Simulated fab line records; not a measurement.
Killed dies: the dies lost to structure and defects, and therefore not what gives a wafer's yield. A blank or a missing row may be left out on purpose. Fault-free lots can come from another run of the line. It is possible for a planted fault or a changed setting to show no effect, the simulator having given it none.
Chamber matching ; flow n5-finfet ; N5_BEOL_M2_CO_CAP_55 on cvd-co-01: 3 sister chambers
The step material Co, precursor CCTBA/H2, target thk 2 nm, time 102.1 s. 3 wafers are shown with their chamber, then 12 later ones without.

== EACH WAFER AND ITS CHAMBER ==
wafer;chamber;heater-power-w (W)
L087.2;2;186
L088.2;0;232
L088.6;1;231

== WAFERS WHOSE CHAMBER IS MISSING ==
wafer;heater-power-w (W)
L089.1;232
L089.3;188
L089.5;189
L091.1;231
L091.3;188
L091.5;234
L093.1;230
L093.3;188
L093.4;238
L095.2;187
L095.3;239
L095.5;191

== THE CHAMBER EACH PASSED THROUGH ==
wafer;from the rows above;in truth
L089.1;can't be placed: 0 or 1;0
L089.3;2;2
L089.5;2;2
L091.1;can't be placed: 1 or 0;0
L091.3;2;2
L091.5;can't be placed: 0 or 1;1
L093.1;can't be placed: 1 or 0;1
L093.3;2;2
L093.4;can't be placed: 0 or 1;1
L095.2;2;2
L095.3;can't be placed: 0 or 1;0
L095.5;2;2
Placed correctly: 6 of 12. These rows do not allow placing 6 (true chamber among the candidates in 6). 0 placed wrongly.
How it was worked out, from the rows above alone: a wafer's distance from a chamber is the root of the sum, over the readings, of the square of ((its reading less the chamber's mean) divided by the reading's scatter). The wafer belongs to the nearest chamber; if the next one is less than 2 further off, it can't be placed. Each chamber's mean is taken over the wafers shown for it. The scatter: root of mean squared gap, hidden wafer to nearest shown wafer, with one shown wafer a chamber.
